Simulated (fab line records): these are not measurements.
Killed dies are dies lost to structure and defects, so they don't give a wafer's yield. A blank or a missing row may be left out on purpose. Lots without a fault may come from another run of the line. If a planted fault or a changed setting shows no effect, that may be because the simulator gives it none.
Matching of chambers / flow nand_harc / NHARC_A_STAIRCASE_DEP_156 on pecvd-01 has 3 sister chambers
The step deposits SiNx, target thk 50 nm. 14 wafers are shown with their chamber, then 7 later ones without.

WAFERS WITH THEIR CHAMBER
wafer=L484.1; chamber=0; heater_power_w (W)=685; heater_power_outer_w (W)=389
wafer=L484.3; chamber=2; heater_power_w (W)=780; heater_power_outer_w (W)=442
wafer=L484.5; chamber=1; heater_power_w (W)=503; heater_power_outer_w (W)=252
wafer=L485.1; chamber=1; heater_power_w (W)=566; heater_power_outer_w (W)=289
wafer=L485.3; chamber=0; heater_power_w (W)=770; heater_power_outer_w (W)=491
wafer=L485.5; chamber=0; heater_power_w (W)=785; heater_power_outer_w (W)=496
wafer=L489.2; chamber=0; heater_power_w (W)=821; heater_power_outer_w (W)=499
wafer=L489.3; chamber=1; heater_power_w (W)=583; heater_power_outer_w (W)=298
wafer=L489.6; chamber=0; heater_power_w (W)=808; heater_power_outer_w (W)=505
wafer=L490.1; chamber=0; heater_power_w (W)=819; heater_power_outer_w (W)=510
wafer=L490.5; chamber=2; heater_power_w (W)=858; heater_power_outer_w (W)=502
wafer=L490.6; chamber=1; heater_power_w (W)=538; heater_power_outer_w (W)=276
wafer=L492.1; chamber=1; heater_power_w (W)=508; heater_power_outer_w (W)=245
wafer=L492.3; chamber=0; heater_power_w (W)=693; heater_power_outer_w (W)=401

SIGNATURES (means of the wafers above)
reading=heater_power_w; chamber 0=768.71; chamber 1=539.60; chamber 2=819.00; scatter within a chamber=50.3
reading=heater_power_outer_w; chamber 0=470.14; chamber 1=272.00; chamber 2=472.00; scatter within a chamber=42.7
Rule: distance of a wafer from a chamber = root of the sum over the readings of ((wafer's reading minus chamber's mean) / reading's scatter) squared. If the next closest chamber is less than 2 further off than the closest, the wafer can't be placed; otherwise it belongs to the closest. The scatter: the root of (the sum of the squares of (reading less its chamber's mean) over the shown wafers, divided by (wafers less chambers)).

WAFERS WITH NO CHAMBER GIVEN
wafer=L492.5; heater_power_w (W)=687; heater_power_outer_w (W)=430
wafer=L499.2; heater_power_w (W)=663; heater_power_outer_w (W)=349
wafer=L499.4; heater_power_w (W)=664; heater_power_outer_w (W)=349
wafer=L499.6; heater_power_w (W)=770; heater_power_outer_w (W)=477
wafer=L502.2; heater_power_w (W)=776; heater_power_outer_w (W)=503
wafer=L502.3; heater_power_w (W)=598; heater_power_outer_w (W)=308
wafer=L502.5; heater_power_w (W)=613; heater_power_outer_w (W)=312

EACH ONE'S CHAMBER
wafer=L492.5; from the rows above=can't be placed: 0 or 2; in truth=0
wafer=L499.2; from the rows above=can't be placed: 1 or 0 or 2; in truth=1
wafer=L499.4; from the rows above=can't be placed: 1 or 0 or 2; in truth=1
wafer=L499.6; from the rows above=can't be placed: 0 or 2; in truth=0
wafer=L502.2; from the rows above=can't be placed: 0 or 2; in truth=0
wafer=L502.3; from the rows above=1; in truth=1
wafer=L502.5; from the rows above=1; in truth=1
2 of 7 placed correctly. These rows do not allow placing 5 (true chamber among the candidates in 5). Wrongly placed: 0.
